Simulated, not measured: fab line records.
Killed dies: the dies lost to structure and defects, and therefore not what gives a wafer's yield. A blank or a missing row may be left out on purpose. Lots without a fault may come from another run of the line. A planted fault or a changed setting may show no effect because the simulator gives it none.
fab line records ; flow n5-finfet
[record] lots = 4; wafers = 11; last-day = 18
route steps=1938 shown BEOL_M4@1099 BEOL_M5@1112 BEOL_M6@1212 PASSIVATION@1936
lots with no fault: from the same line, run without faults
start-h: the number of hours between the record's first day and the start of the first shown wafer of the lot ; wait-h: hours from the lot's prior step to this one ; " the same as in the row above ; L1.1+2: one row covering several wafers at once ; - either no value or no given start ; * or withheld: withheld ; < > ~ a bound
route shown NAME@n: a module of which the file shows steps, and the number in the route of the first ; usual: mean and standard deviation over wafers with no fault ; same: alike in all rows ; chamber/n: place in a boat ; sites: the reading at each site ; _std_site: the standard deviation of these ; _edge_site: outer sites' mean less inner sites' ; radius-mm: how far each site lies from the wafer's centre ; mask NAME#n: copy n ; behind: the tool/chamber that last shaped the wafer ; hold: what put the lot on hold/how long, in hours/how the hold closed ; device: the n, p or np transistor that did not switch ; end of line: the same wafers' tests at the end of the route ; a step without rows: its recipe alone ; killed: count of dies lost to structure and defects at first sort (not the wafer's yield) ; map: shows each die of a wafer: x if killed, . if not, _ if none is there
set.NAME: the run value of the setting; set.NAME@STEP: its run value at that earlier step ; model.NAME: the simulator's own value behind a step, which no gauge read
lots at some steps of the route; a table a step, a row a wafer
services: when a tool's chamber went out of use (start-h, in hours from the record's first day, below 0 if earlier), for how many hours, and the reason
[[steps]]
[step N5_BEOL_M4_ANNEAL_95]
[recipe] temp-c = 400; time-s = 240; ambient = vacuum
[step N5_BEOL_M4_SPUTTER_96]
[recipe] material = Cu; target-thk-a = 45; temp-c = -20; chamber-pressure-pa = 0.07; power-w = withheld; time-s = 8.29
[step N5_BEOL_M4_ECD_50]
[recipe] material = Cu; target-thk-a = 3000
[step N5_BEOL_M4_ANNEAL_51]
[recipe] temp-c = 225; time-s = 90; ambient = N2
[step N5_BEOL_M4_CMP_52]
[recipe] stop-on = SiOC; t-overpolish-s = 6.8; down-force-psi = 1; platen-rpm = 50; clearing-platen-down-force-psi = 1.5; clearing-platen-rpm = 50; post-cmp-clean = cu-alkaline; target-thk-nm = 40; clearing-platen-pad-velocity-m-s = 0.99484; pad-velocity-m-s = 0.99484
[step N5_BEOL_M4_PRE_CLEAN_60]
[recipe] gas = NH3/H2; time-s = 15; temp-c = *; rf-power-w = 300
[step N5_BEOL_M4_CO_CAP_55]
[recipe] material = Co; target-thk-a = 20; temp-c = 200; precursor = CCTBA/H2; pressure-torr = 30; time-s = 102.1
[step N5_BEOL_M4_PRE_CLEAN_56]
[recipe] gas = NH3; time-s = 15; temp-c = withheld; rf-power-w = 300
[step N5_BEOL_M4_DEP_57]
[recipe] material = SiCN; target-thk-a = 80; temp-c = withheld; precursor = 3MS/NH3; pressure-torr = 3; rf-w = 202; time-s = 14
[step N5_BEOL_M4_RC_MEAS_101]
[usual] DIBL_N = 36.6/1.3; DIBL_P = 36.4/1.4; IOFF_N = 0.167/0.023; IOFF_P = 0.219/0.029; ION_N = 678/8.7; ION_P = 464/6.4; SS_N = 71.5/0.53; SS_P = 73.4/0.57; VT_N = 248.5/2.8; VT_P = -249/3.1
lot.wafer;tool;chamber;start-h;wait-h;DIBL_N[mV/V];DIBL_P[mV/V];IOFF_N[nA/um];IOFF_P[nA/um];ION_N[uA/um];ION_P[uA/um];SS_N[mV/dec];SS_P[mV/dec];VT_N[mV];VT_P[mV]
L759.1;prober-01;0;254.70;0.0;33.7;34.7;0.145;0.229;679;470;71.3;72.7;250.3;-244
L759.5;prober-01;0;254.70;0.0;35.5;36.4;0.177;0.247;688;469;71.3;73.7;247.6;-245
L759.6;prober-01;0;254.70;0.0;33.3;34.6;0.134;0.224;666;465;70.5;73.0;252.9;-245
L757.1;prober-01;0;300.00;0.0;36.7;38.2;0.209;0.269;681;470;71.9;73.9;245.7;-246
L757.2;prober-01;0;300.00;0.0;36.2;37.5;0.190;0.247;682;466;71.6;73.7;246.2;-246
L757.6;prober-01;0;300.00;0.0;37.3;39.1;0.214;0.276;679;467;72.0;74.4;246.3;-247
L762.3;prober-01;0;308.82;0.3;37.4;37.2;0.193;0.231;675;461;71.2;73.1;246.4;-248
L762.5;prober-01;0;308.82;0.3;35.9;35.8;0.157;0.210;670;457;71.6;73.3;249.6;-249
L762.6;prober-01;0;308.82;0.3;35.7;35.4;0.152;0.201;677;460;71.9;73.5;249.6;-251
L767.1;prober-01;0;329.98;0.0;35.8;36.1;0.147;0.208;669;460;71.8;73.2;248.5;-251
L767.6;prober-01;0;329.98;0.0;36.7;37.4;0.166;0.222;673;463;72.1;73.4;246.6;-251
[step N5_BEOL_M5_ILD_DEP_00]
[recipe] material = SiCOH_lowk; target-thk-a = 1406.4; temp-c = 300; precursor = DEMS/porogen; pressure-torr = 5; rf-w = 500; time-s = 25.9
[step N5_BEOL_M5_CURE_79]
[recipe] temp-c = 385; time-s = 240; ambient = He/Ar; material = SiCOH_lowk
[step N5_BEOL_M5_PECVD_70]
[recipe] material = SiO2; target-thk-a = 160; temp-c = 400; precursor = TEOS/O2; pressure-torr = 5.5; rf-w = 450; teos-flow-sccm = 53.8; gas = O2; flow-sccm = 3000; time-s = 18
[step N5_BEOL_M5_HM_DEP_02]
[recipe] material = TiN; target-thk-a = 200; temp-c = 25; chamber-pressure-pa = 0.49996
[step N5_BEOL_M5_COAT_59]
[recipe] resist = SOC; temp-c = 250; time-s = 60; spin-rpm = 1500; resist-thk-nm = 60
[step N5_BEOL_M5_COAT_60]
[recipe] resist = SiARC; temp-c = 220; time-s = 60; spin-rpm = 1500; resist-thk-nm = 12
[step N5_BEOL_M5_COAT_71]
[recipe] resist = underlayer; temp-c = 205; time-s = 60; spin-rpm = 1500; resist-thk-nm = 5
[step N5_BEOL_M5_COAT_05]
[recipe] resist = CAR-EUV; spin-rpm = 1500; resist-thk-nm = 30
[step N5_BEOL_M5_EBR_07]
[recipe] solvent = PGMEA; ebr-width-mm = 1.5
[step N5_BEOL_M5_SOFTBAKE_06]
[recipe] temp-c = 110; time-s = 60; resist = CAR-EUV
[step N5_BEOL_M5_EXPOSE_08]
[recipe] mask-id = M5; na = 0.33; source-shape = annular; sigma-inner = 0.4; sigma-outer = 0.8; polarization = unpolarized; target-cd-nm = 28; dose-mj = 35.75
[step N5_BEOL_M5_PEB_09]
[recipe] peb-temp-c = 100; peb-time-s = 60; resist = CAR-EUV
[step N5_BEOL_M5_DEVELOP_10]
[recipe] develop-time-s = 30; developer = TMAH; resist = CAR-EUV; rinse-liquid = surfactant-rinse; dry = air-spin; dev-temp-c = 23
[step N5_BEOL_M5_DESCUM_16]
[recipe] chemistry = O2; time-s = 7; source-power-w = 50; bias-power-w = 20; pressure-mtorr = 20; rf-frequency-hz = 2.712e+07; temp-c = 40; resist = CAR-EUV; o2-flow-sccm = 225
[step N5_BEOL_M5_ETCH_72]
[recipe] chemistry = N2/H2; target = underlayer; target-depth-a = 65; mask-material = CAR-EUV; time-s = 5.2; ion-energy-ev = 200; pressure-mtorr = 30; source-w = 840; bias-w = 150; n2-flow-sccm = 200; h2-flow-sccm = 200; ends = cleared
[step N5_BEOL_M5_ETCH_61]
[recipe] chemistry = CF4; target = SiARC; target-depth-a = 156; mask-material = CAR-EUV; time-s = 26; ion-energy-ev = 80; pressure-mtorr = 40; source-w = 545; bias-w = 36; Ar_flow_sccm = 100; cf4-flow-sccm = 100; ends = cleared
[step N5_BEOL_M5_ETCH_62]
[recipe] chemistry = N2/H2; target = SOC; target-depth-a = 750; overetch-a = 150; mask-material = SiARC; temp-c = 40; time-s = 112.5; ion-energy-ev = 200; pressure-mtorr = 30; source-w = 840; bias-w = 150; n2-flow-sccm = 200; h2-flow-sccm = 200
[step N5_BEOL_M5_STRIP_63]
[recipe] chemistry = N2/H2; temp-c = 40; n2-flow-sccm = 200; h2-flow-sccm = 200; rf-frequency-hz = 6e+07
[step N5_BEOL_M5_STRIP_73]
[recipe] chemistry = N2/H2; temp-c = 40; n2-flow-sccm = 200; h2-flow-sccm = 200; rf-frequency-hz = 6e+07
[step N5_BEOL_M5_STRIP_64]
[recipe] chemistry = CF4; resist = SiARC; power-w = 300; bias-power-w = 75; pressure-mtorr = 50; cf4-flow-sccm = 150; rf-frequency-hz = 6e+07
[step N5_BEOL_M5_HM_OPEN_17]
[recipe] chemistry = Cl2/BCl3; target-depth-a = 200; overetch-a = 60; target = TiN; mask-material = SOC; ion-energy-ev = 150; pressure-mtorr = 10; icp-w = 1000; bias-w = 126; Cl2_flow_sccm = 53.25; bcl3-flow-sccm = 21.75; Ar_flow_sccm = 25
[step N5_BEOL_M5_STRIP_19]
[recipe] chemistry = O2; power-w = 400; temp-c = 40; pressure-mtorr = 30; rf-frequency-hz = 6e+07; bias-power-w = 0; overash-fraction = 0.2; o2-flow-sccm = 225
[step N5_BEOL_M5_COAT_65]
[recipe] resist = SOC; temp-c = 250; time-s = 60; spin-rpm = 1500; resist-thk-nm = 60
[step N5_BEOL_M5_COAT_66]
[recipe] resist = SiARC; temp-c = 220; time-s = 60; spin-rpm = 1500; resist-thk-nm = 12
[step N5_BEOL_M6_ETCH_62]
[recipe] chemistry = N2/H2; target = SOC; target-depth-a = 1100; overetch-a = 220; mask-material = SiARC; temp-c = 40; time-s = 165; ion-energy-ev = 200; pressure-mtorr = 30; source-w = 840; bias-w = 150; n2-flow-sccm = 200; h2-flow-sccm = 200
[usual] drypump-motor-current-A = 5.8/0.51; n2-flow-sccm = 200.1/0.58; oes-product-au = 0.67/0.062; rf-vpp-V = 523.8/1.8; showerhead-plenum-p-Torr = 2.54/0.061; throttle-valve-pct = 17.89/0.28
lot.wafer;tool;chamber;start-h;wait-h;drypump-motor-current-A;n2-flow-sccm;oes-product-au;rf-hours-counter-h;rf-vpp-V;showerhead-plenum-p-Torr;throttle-valve-pct;model.etch.depth-nm;model.SiARC_of_BEOL_M6_COAT_60.thk-nm;model.BEOL_M6.cd-offset-nm
L759.1;rie-diel-01;2;271.07;0.0;5.0;201.1;0.77;17;525.4;2.59;17.32;99.87;28.2;0
L759.5;rie-diel-01;2;271.07;0.0;5.0;200.2;0.79;-;526.2;2.59;17.33;100.1;28.2;0
L759.6;rie-diel-01;1;271.07;0.0;5.6;200.5;0.61;-;521.9;2.52;18.13;100.2;28.4;0
L757.1;rie-diel-05;1;316.99;0.0;6.6;200.2;0.63;182;524.4;2.53;17.86;100;28.4;0.2
L757.2;rie-diel-05;0;316.99;0.0;5.7;200.4;0.66;118;528.0;2.67;18.05;100.2;28.2;0.2
L757.6;rie-diel-05;1;316.99;0.0;6.6;200.3;0.63;-;524.1;2.53;17.86;100;28.4;-0.2
L762.3;rie-diel-01;0;325.29;0.0;6.5;200.9;0.68;104;522.6;2.46;17.84;99.98;28.2;0.4
L762.5;rie-diel-01;0;325.29;0.0;6.5;200.1;0.68;-;520.6;2.46;17.83;99.94;28.2;-0.6
L762.6;rie-diel-01;3;325.29;0.0;5.2;199.7;0.57;-;523.1;2.54;18.23;86.38;30.6;-1.2
L767.1;rie-diel-01;2;344.51;0.0;5.0;199.4;0.69;41;525.2;2.58;17.38;86.95;30.6;-0.8
L767.6;rie-diel-01;1;344.51;0.0;5.6;199.4;0.55;-;524.4;2.51;18.16;85.44;30.8;-0.6
[step N5_BEOL_M6_HM_OPEN_17]
[recipe] chemistry = Cl2/BCl3; target-depth-a = 200; overetch-a = 60; target = TiN; mask-material = SOC; ion-energy-ev = 150; pressure-mtorr = 10; icp-w = 1000; bias-w = 126; Cl2_flow_sccm = 53.25; bcl3-flow-sccm = 21.75; Ar_flow_sccm = 25
[usual] drypump-motor-current-A = 5.94/0.12; mfc-ar-sccm = 25.01/0.086; oes-product-au = 0.71/0.074; throttle-valve-pct = 21.96/0.24
lot.wafer;tool;chamber;start-h;wait-h;drypump-motor-current-A;mfc-ar-sccm;oes-product-au;rf-hours-counter-h;throttle-valve-pct;model.BEOL_M6.cd-offset-nm
L759.1;rie-metal-01;0;271.26;0.0;6.05;24.91;0.54;112;21.85;0
L759.5;rie-metal-01;0;271.26;0.0;6.05;25.01;0.55;-;21.88;0
L759.6;rie-metal-01;1;271.26;0.0;5.86;25.04;0.72;-;21.77;0
L757.1;rie-metal-01;1;317.18;0.0;5.91;25.02;0.70;27;21.81;0
L757.2;rie-metal-01;1;317.18;0.0;5.92;24.90;0.70;-;21.79;0
L757.6;rie-metal-01;1;317.18;0.0;5.93;25.01;0.70;-;21.79;-0.2
L762.3;rie-metal-01;1;325.51;0.1;5.88;25.09;0.69;-;21.81;0.2
L762.5;rie-metal-01;0;325.51;0.1;6.05;25.09;0.85;-;21.72;-0.6
L762.6;rie-metal-01;1;325.51;0.1;5.90;25.09;0.31;-;22.44;-1.2
L767.1;rie-metal-01;1;344.70;0.0;5.89;25.12;0.32;29;22.43;-1
L767.6;rie-metal-01;0;344.70;0.0;6.04;24.94;0.36;-;22.36;-0.4
[step N5_BEOL_M6_CD_MEAS_18]
[recipe] pitch-nm = 80; target-cd-nm = 40
[usual] cd-nm = 40.1/0.39
lot.wafer;tool;chamber;start-h;wait-h;cd-nm
L759.1;cd-sem-01;-;271.48;0.0;40.3
L759.5;cd-sem-01;-;271.48;0.0;40.0
L759.6;cd-sem-01;-;271.48;0.0;39.8
L757.1;cd-sem-03;-;317.45;0.0;40.2
L757.2;cd-sem-03;-;317.45;0.0;39.8
L757.6;cd-sem-03;-;317.45;0.0;39.8
L762.3;cd-sem-03;-;325.85;0.1;40.3
L762.5;cd-sem-03;-;325.85;0.1;39.6
L762.6;cd-sem-03;-;325.85;0.1;-
L767.1;cd-sem-02;-;344.88;0.0;-
L767.6;cd-sem-02;-;344.88;0.0;-
[step N5_BEOL_M6_VIA_ETCH_34]
[recipe] chemistry = C4F6/O2; target = SiCOH_lowk; target-depth-a = 1263; mask-material = SOC; taper-deg = 4; time-s = 50.9; ion-energy-ev = 250; pressure-mtorr = 30; source-w = 345; bias-w = 185; Ar_flow_sccm = 300; C4F6_flow_sccm = 10; O2_flow_sccm = 10
[usual] drypump-motor-current-A = 5.9/0.46; mfc-ar-sccm = 300.0/0.99; oes-product-au = 0.78/0.07; rf-vpp-V = 666/6.5; showerhead-plenum-p-Torr = 2.85/0.076; throttle-valve-pct = 21.00/0.21
lot.wafer;tool;chamber;start-h;wait-h;drypump-motor-current-A;mfc-ar-sccm;oes-product-au;rf-hours-counter-h;rf-vpp-V;showerhead-plenum-p-Torr;throttle-valve-pct
L759.1;rie-diel-05;0;273.89;0.0;5.7;299.2;0.78;105;671;2.99;21.05
L759.5;rie-diel-05;2;273.89;0.0;6.1;297.6;0.70;-;667;2.92;21.23
L759.6;rie-diel-05;3;273.89;0.0;6.0;300.5;0.78;-;661;2.75;21.15
L757.1;rie-diel-01;1;318.87;0.0;5.6;301.3;0.72;219;660;2.82;21.14
L757.2;rie-diel-01;3;318.87;0.0;5.2;301.1;0.72;179;655;2.83;21.27
L757.6;rie-diel-01;0;318.87;0.0;6.5;301.7;0.80;-;669;2.77;20.92
L762.3;rie-diel-05;1;330.21;0.0;6.6;300.9;0.74;187;658;2.83;20.81
L762.5;rie-diel-05;0;330.21;0.0;5.7;300.2;0.77;-;671;2.98;21.08
L762.6;rie-diel-05;1;330.21;0.0;6.6;300.2;0.28;-;660;2.83;20.67
L767.1;rie-diel-01;1;345.96;0.0;5.6;301.4;0.27;228;659;2.81;21.01
L767.6;rie-diel-01;0;345.96;0.0;6.5;301.0;0.30;-;669;2.76;20.80
[step N5_BEOL_M6_OCD_MEAS_38]
[usual] trench-depth-nm = 94.1/1.3
lot.wafer;tool;chamber;start-h;wait-h;trench-depth-nm
L759.1;ocd-02;-;274.14;-;92.9
L759.5;ocd-02;-;274.14;-;93.5
L759.6;ocd-02;-;274.14;-;93.4
L757.1;ocd-02;-;319.12;-;94.3
L757.2;ocd-02;-;319.12;-;94.9
L757.6;ocd-02;-;319.12;-;95.1
L762.3;ocd-01;-;330.46;-;93.3
L762.5;ocd-01;-;330.46;-;92.9
L762.6;ocd-01;-;330.46;-;-
L767.1;ocd-02;-;346.21;-;-
L767.6;ocd-02;-;346.21;-;-
[step N5_PASSIVATION_PROBE_49]
[usual] defect-limited-yield = 91.6/1.6; killed_at_M0_to_M3 = 32/9.7; killed_at_M4_up = 13/4.4; killed-at-contacts = 12/6.5; killed-at-front-end = 38/12; killed-at-other = 3.7/3; killed-dies = 99/18; killed-on-rim = 13/3.9; killed-open = 66/14; killed-short = 32/7.5; sort_bin_5_function = 4.9/1; sort_bin_6_memory = 3.2/0.73; sort-n-pass = 1081/18; sort-yield-pct = 91.6/1.6
[same] gross-dies = 1180; killed-at-back-side = 0; sort_bin_4_leakage[%] = 0; sort_bin_8_speed[%] = 0
lot.wafer;tool;chamber;start-h;wait-h;defect-limited-yield[%];killed_at_M0_to_M3;killed_at_M4_up;killed-at-contacts;killed-at-front-end;killed-at-other;killed-dies;killed-on-rim;killed-open;killed-short;sort_bin_5_function[%];sort_bin_6_memory[%];sort-n-pass;sort-yield-pct[%]
L762.6;prober-01;-;409.24;0.3;0;46;1085;4;36;9;1180;152;67;38;96.9;2.6;0;0
L767.1;prober-01;-;430.84;0.0;0;33;1109;3;33;2;1180;152;55;33;97.3;2.5;0;0
L767.6;prober-01;-;431.09;0.3;0;27;1094;16;35;8;1180;152;69;32;96.8;3.1;0;0
// killed by level:class
L762.6 BEOL_M6:area-etch=1075 BEOL_M0_SAQP:geometric-particle:short=13 STI_FIN_REVEAL:geometric-particle:open=11 BEOL_M0_SAQP:geometric-particle:open=11 BEOL_M1:geometric-particle:open=10 FIN_SAQP:geometric-particle:short=6 FIN_SAQP:geometric-particle:open=4 DUMMY_GATE:geometric-particle:open=4
L767.1 BEOL_M6:area-etch=1089 BEOL_M1:geometric-particle:open=9 BEOL_M4:geometric-particle:open=8 BEOL_M0_SAQP:geometric-particle:short=8 BEOL_M3:geometric-particle:open=7 STI_FIN_REVEAL:geometric-particle:open=6 BEOL_M0_SAQP:geometric-particle:open=6 FIN_SAQP:geometric-particle:short=4
L767.6 BEOL_M6:area-etch=1076 MOL_CONTACT_COAG:geometric-particle:open=14 BEOL_M3:geometric-particle:open=10 FIN_SAQP:geometric-particle:short=9 BEOL_M4:geometric-particle:open=7 FIN_SAQP:geometric-particle:open=6 STARTING-WAFER:geometric-particle:open=5 STI_FIN_REVEAL:geometric-particle:open=4
// map L762.6 (x killed, . not)
_________________xxxxxxxxxxxx________________
______________xxxxxxxxxxxxxxxxxx_____________
___________xxxxxxxxxxxxxxxxxxxxxxxx__________
__________xxxxxxxxxxxxxxxxxxxxxxxxxx_________
________xxxxxxxxxxxxxxxxxxxxxxxxxxxxxx_______
_______xxxxxxxxxxxxxxxxxxxxxxxxxxxxxxxx______
______xxxxxxxxxxxxxxxxxxxxxxxxxxxxxxxxxx_____
_____xxxxxxxxxxxxxxxxxxxxxxxxxxxxxxxxxxxx____
____xxxxxxxxxxxxxxxxxxxxxxxxxxxxxxxxxxxxxx___
___xxxxxxxxxxxxxxxxxxxxxxxxxxxxxxxxxxxxxxxx__
___xxxxxxxxxxxxxxxxxxxxxxxxxxxxxxxxxxxxxxxx__
__xxxxxxxxxxxxxxxxxxxxxxxxxxxxxxxxxxxxxxxxxx_
__xxxxxxxxxxxxxxxxxxxxxxxxxxxxxxxxxxxxxxxxxx_
_xxxxxxxxxxxxxxxxxxxxxxxxxxxxxxxxxxxxxxxxxxxx
_xxxxxxxxxxxxxxxxxxxxxxxxxxxxxxxxxxxxxxxxxxxx
_xxxxxxxxxxxxxxxxxxxxxxxxxxxxxxxxxxxxxxxxxxxx
_xxxxxxxxxxxxxxxxxxxxxxxxxxxxxxxxxxxxxxxxxxxx
_xxxxxxxxxxxxxxxxxxxxxxxxxxxxxxxxxxxxxxxxxxxx
_xxxxxxxxxxxxxxxxxxxxxxxxxxxxxxxxxxxxxxxxxxxx
_xxxxxxxxxxxxxxxxxxxxxxxxxxxxxxxxxxxxxxxxxxxx
_xxxxxxxxxxxxxxxxxxxxxxxxxxxxxxxxxxxxxxxxxxxx
__xxxxxxxxxxxxxxxxxxxxxxxxxxxxxxxxxxxxxxxxxx_
__xxxxxxxxxxxxxxxxxxxxxxxxxxxxxxxxxxxxxxxxxx_
___xxxxxxxxxxxxxxxxxxxxxxxxxxxxxxxxxxxxxxxx__
___xxxxxxxxxxxxxxxxxxxxxxxxxxxxxxxxxxxxxxxx__
____xxxxxxxxxxxxxxxxxxxxxxxxxxxxxxxxxxxxxx___
_____xxxxxxxxxxxxxxxxxxxxxxxxxxxxxxxxxxxx____
______xxxxxxxxxxxxxxxxxxxxxxxxxxxxxxxxxx_____
_______xxxxxxxxxxxxxxxxxxxxxxxxxxxxxxxx______
________xxxxxxxxxxxxxxxxxxxxxxxxxxxxxx_______
__________xxxxxxxxxxxxxxxxxxxxxxxxxx_________
___________xxxxxxxxxxxxxxxxxxxxxxxx__________
______________xxxxxxxxxxxxxxxxxx_____________
_________________xxxxxxxxxxxx________________
// map L767.1 (x killed, . not)
_________________xxxxxxxxxxxx________________
______________xxxxxxxxxxxxxxxxxx_____________
___________xxxxxxxxxxxxxxxxxxxxxxxx__________
__________xxxxxxxxxxxxxxxxxxxxxxxxxx_________
________xxxxxxxxxxxxxxxxxxxxxxxxxxxxxx_______
_______xxxxxxxxxxxxxxxxxxxxxxxxxxxxxxxx______
______xxxxxxxxxxxxxxxxxxxxxxxxxxxxxxxxxx_____
_____xxxxxxxxxxxxxxxxxxxxxxxxxxxxxxxxxxxx____
____xxxxxxxxxxxxxxxxxxxxxxxxxxxxxxxxxxxxxx___
___xxxxxxxxxxxxxxxxxxxxxxxxxxxxxxxxxxxxxxxx__
___xxxxxxxxxxxxxxxxxxxxxxxxxxxxxxxxxxxxxxxx__
__xxxxxxxxxxxxxxxxxxxxxxxxxxxxxxxxxxxxxxxxxx_
__xxxxxxxxxxxxxxxxxxxxxxxxxxxxxxxxxxxxxxxxxx_
_xxxxxxxxxxxxxxxxxxxxxxxxxxxxxxxxxxxxxxxxxxxx
_xxxxxxxxxxxxxxxxxxxxxxxxxxxxxxxxxxxxxxxxxxxx
_xxxxxxxxxxxxxxxxxxxxxxxxxxxxxxxxxxxxxxxxxxxx
_xxxxxxxxxxxxxxxxxxxxxxxxxxxxxxxxxxxxxxxxxxxx
_xxxxxxxxxxxxxxxxxxxxxxxxxxxxxxxxxxxxxxxxxxxx
_xxxxxxxxxxxxxxxxxxxxxxxxxxxxxxxxxxxxxxxxxxxx
_xxxxxxxxxxxxxxxxxxxxxxxxxxxxxxxxxxxxxxxxxxxx
_xxxxxxxxxxxxxxxxxxxxxxxxxxxxxxxxxxxxxxxxxxxx
__xxxxxxxxxxxxxxxxxxxxxxxxxxxxxxxxxxxxxxxxxx_
__xxxxxxxxxxxxxxxxxxxxxxxxxxxxxxxxxxxxxxxxxx_
___xxxxxxxxxxxxxxxxxxxxxxxxxxxxxxxxxxxxxxxx__
___xxxxxxxxxxxxxxxxxxxxxxxxxxxxxxxxxxxxxxxx__
____xxxxxxxxxxxxxxxxxxxxxxxxxxxxxxxxxxxxxx___
_____xxxxxxxxxxxxxxxxxxxxxxxxxxxxxxxxxxxx____
______xxxxxxxxxxxxxxxxxxxxxxxxxxxxxxxxxx_____
_______xxxxxxxxxxxxxxxxxxxxxxxxxxxxxxxx______
________xxxxxxxxxxxxxxxxxxxxxxxxxxxxxx_______
__________xxxxxxxxxxxxxxxxxxxxxxxxxx_________
___________xxxxxxxxxxxxxxxxxxxxxxxx__________
______________xxxxxxxxxxxxxxxxxx_____________
_________________xxxxxxxxxxxx________________
[[services]]
tool;chamber;start-h;hours;kind
rie-metal-01;0;283.97;2.3;repair
rie-metal-01;0;308.48;-;clean
rie-metal-01;0;308.48;14.4;scheduled-down
rie-metal-01;0;308.48;14.4;vent-cycle
rie-diel-05;2;313.06;5.9;repair
[[key]]
[first-sign] step = N5_BEOL_M6_HM_OPEN_17; reading = oes-product-au; direction = down; sigmas = 5.2; usual = 0.71; struck = 0.33
[effect] step = N5_BEOL_M6_CD_MEAS_18; reading = cd-nm; direction = missing
[effect] step = N5_BEOL_M6_VIA_ETCH_34; reading = oes-product-au; direction = down; sigmas = 7.1; usual = 0.78; struck = 0.28
[effect] step = N5_BEOL_M6_OCD_MEAS_38; reading = trench-depth-nm; direction = missing
[effect] step = N5_PASSIVATION_PROBE_49; reading = killed_at_M4_up; direction = up; sigmas = 99+; usual = 13; struck = 1096
[model-effect] step = N5_BEOL_M6_ETCH_62; value = etch.depth-nm; without = 99.84; struck = 86.26
[model-effect] step = N5_BEOL_M6_HM_OPEN_17; value = BEOL_M6.cd-offset-nm; without = 0.2; struck = -0.8667
[more-kills-born-at] N5_BEOL_M6_ETCH_62@rie-diel-01 = 3240
met-at N5_BEOL_M6_ETCH_62
struck-wafers L762.6,L767.1,L767.6
later-rows-left-out L762.6,L767.1,L767.6
onset-between 271.07 325.29
[fault] kind = process-parameter-drift; tool = rie-diel-01; chamber = -; onset-h = 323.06; steps = N5_BEOL_M6_ETCH_62; channel = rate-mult; offset = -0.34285; shape = step; end-h = 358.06; scope = struck-wafers-only
// later-rows-left-out: the simulator's readings of these wafers behind a module that went badly wrong aren't trusted and aren't shown, but for the sort
